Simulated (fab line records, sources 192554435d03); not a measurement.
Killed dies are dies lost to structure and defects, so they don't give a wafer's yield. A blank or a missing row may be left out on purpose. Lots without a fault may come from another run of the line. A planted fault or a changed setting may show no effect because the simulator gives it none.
Which tool did it? | flow n5_finfet | 10 lots, 30 wafers sampled, at 5 steps of a route of 1938

WHAT THE GAUGES READ, wafer by wafer
N5_BEOL_M2_CD_MEAS_28: target cd 26.2 nm, target cd y 24.1 nm.
lot  | measured     | on        | cd_nm (nm)
L075 | day 6 17:49  | cd_sem-03 | 26.22 26.30 25.99
L077 | day 7 03:10  | cd_sem-01 | 26.36 25.68 25.86
L079 | day 7 15:40  | cd_sem-02 | 26.29 26.24 26.23
L081 | day 8 08:21  | cd_sem-03 | 26.13 26.17 25.81
L083 | day 8 21:50  | cd_sem-03 | 26.09 25.87 25.97
L084 | day 9 07:47  | cd_sem-01 | 25.69 26.19 26.03
L088 | day 10 04:17 | cd_sem-03 | 26.10 25.88 25.92
L090 | day 10 11:34 | cd_sem-01 | 26.49 26.23 26.15
L092 | day 11 09:04 | cd_sem-02 | 26.67 26.09 26.33
L096 | day 13 02:14 | cd_sem-01 | 26.33 26.29 26.16

WHICH TOOL RAN EACH LOT (tool, then ch and the chambers of the sampled wafers, then the start)
lot  | N5_BEOL_M1_SPUTTER_92        | N5_BEOL_M1_CMP_52             | N5_BEOL_M2_ETCH_63                 | N5_BEOL_M2_STRIP_66
L075 | pvd_sputter-01, day 6 12:32  | cmp-02 ch 0,3, day 6 13:28    | rie_diel-01 ch 1,2,3, day 6 16:52  | rie_diel-01 ch 1,2,3, day 6 17:02
L077 | pvd_sputter-03, day 6 23:03  | cmp-02 ch 0,1,2, day 6 23:59  | rie_diel-02 ch 0,2, day 7 02:20    | rie_diel-02 ch 0,2, day 7 02:30
L079 | pvd_sputter-01, day 7 12:30  | cmp-03 ch 0,1,3, day 7 13:26  | rie_diel-02 ch 0,2,3, day 7 14:58  | rie_diel-02 ch 0,2,3, day 7 15:07
L081 | pvd_sputter-01, day 8 03:04  | cmp-03 ch 0,1,2, day 8 04:19  | rie_diel-04 ch 2,3, day 8 07:31    | rie_diel-04 ch 2,3, day 8 07:46
L083 | pvd_sputter-01, day 8 16:32  | cmp-01 ch 0,2,3, day 8 17:32  | rie_diel-01 ch 0,1,2, day 8 20:49  | rie_diel-01 ch 0,1,2, day 8 20:58
L084 | pvd_sputter-03, day 9 03:20  | cmp-02 ch 1,2,3, day 9 04:23  | rie_diel-01 ch 0,1,3, day 9 07:00  | rie_diel-01 ch 0,1,3, day 9 07:10
L088 | pvd_sputter-01, day 10 00:43 | cmp-02 ch 1,2, day 10 01:40   | rie_diel-01 ch 0,1,3, day 10 03:35 | rie_diel-01 ch 0,1,3, day 10 03:45
L090 | pvd_sputter-02, day 10 07:28 | cmp-03 ch 0,2,3, day 10 08:28 | rie_diel-01 ch 2,3, day 10 10:44   | rie_diel-01 ch 2,3, day 10 10:53
L092 | pvd_sputter-02, day 11 05:44 | cmp-01 ch 1,2, day 11 06:44   | rie_diel-01 ch 0,2, day 11 08:22   | rie_diel-01 ch 0,2, day 11 08:31
L096 | pvd_sputter-02, day 12 23:14 | cmp-01 ch 0,3, day 13 00:10   | rie_diel-01 ch 1,2, day 13 01:32   | rie_diel-01 ch 1,2, day 13 01:41
- N5_BEOL_M1_SPUTTER_92: material Cu, target thk 4.5 nm, time 8.29 s.
- N5_BEOL_M1_CMP_52: polishes, stops on SiOC, t overpolish 6.8 s, target thk 40 nm.
- N5_BEOL_M2_ETCH_63: etches SiARC in CF4, target depth 15.6 nm, time 26 s.
- N5_BEOL_M2_STRIP_66: strips in CF4.

THE ANSWER, worked out from the rows above alone
Rule: what is usual is taken from the lots themselves. Put in order of their means at a reading, lots are off if they are a third of the lots or fewer, leave a main group of 4 or more, and stand apart from it by a gap of 3 or more times the standard deviation of the main group's means; of several such gaps the widest counts. A main group whose means are all the same, to the digits that the tables above print for the reading, isn't used. A lot without any number at a reading at which 4 lots or more have one is off too. The other lots that the step has rows for count as sound.
No lot is off at any reading shown: from this, nothing can be told.

WHAT THE SIMULATOR HAD PUT IN
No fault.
